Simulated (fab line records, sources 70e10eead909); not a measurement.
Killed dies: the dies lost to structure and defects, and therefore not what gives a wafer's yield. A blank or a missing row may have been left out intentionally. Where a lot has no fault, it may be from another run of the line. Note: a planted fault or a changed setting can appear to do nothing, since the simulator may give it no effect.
Matching of chambers / flow nandHarc / NHARC_A_STAIRCASE_DEP_156 on pecvd-01 has 3 sister chambers
The step deposits SiNx, target thk 50 nm. 6 wafers are shown with their chamber, then 9 later ones without.

== WAFERS, EACH WITH ITS CHAMBER ==
wafer=L085.4; chamber=2; heaterPowerW (W)=737
wafer=L087.3; chamber=0; heaterPowerW (W)=817
wafer=L087.5; chamber=0; heaterPowerW (W)=816
wafer=L086.1; chamber=1; heaterPowerW (W)=646
wafer=L086.3; chamber=2; heaterPowerW (W)=705
wafer=L086.6; chamber=1; heaterPowerW (W)=643

== WAFERS MISSING THEIR CHAMBER ==
wafer=L092.1; heaterPowerW (W)=664
wafer=L092.3; heaterPowerW (W)=672
wafer=L092.4; heaterPowerW (W)=667
wafer=L091.1; heaterPowerW (W)=652
wafer=L091.3; heaterPowerW (W)=792
wafer=L091.6; heaterPowerW (W)=824
wafer=L097.2; heaterPowerW (W)=827
wafer=L097.4; heaterPowerW (W)=821
wafer=L097.5; heaterPowerW (W)=652

== WHICH CHAMBER EACH WENT THROUGH ==
wafer=L092.1; from the rows above=1; in truth=1
wafer=L092.3; from the rows above=can't be placed: 1 or 2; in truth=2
wafer=L092.4; from the rows above=1; in truth=1
wafer=L091.1; from the rows above=1; in truth=1
wafer=L091.3; from the rows above=0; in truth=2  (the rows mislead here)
wafer=L091.6; from the rows above=0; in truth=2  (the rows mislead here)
wafer=L097.2; from the rows above=0; in truth=0
wafer=L097.4; from the rows above=0; in truth=0
wafer=L097.5; from the rows above=1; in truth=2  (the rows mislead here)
Correctly placed: 5 of 9. Unplaceable from these rows: 1, with the true chamber sitting among the candidates in 1. 3 placed wrongly.
How it was worked out, from the rows above alone: a wafer's distance from a chamber is the root of the sum, over the readings, of the square of ((its reading less the chamber's mean) divided by the reading's scatter). If the next closest chamber is less than 2 further off than the closest, the wafer can't be placed; otherwise it belongs to the closest. Each chamber's mean is taken over the wafers shown for it. How the scatter is found: for the shown wafers, subtract from each reading the mean of its chamber, square and add these, divide the total by (wafers less chambers), then take the root.
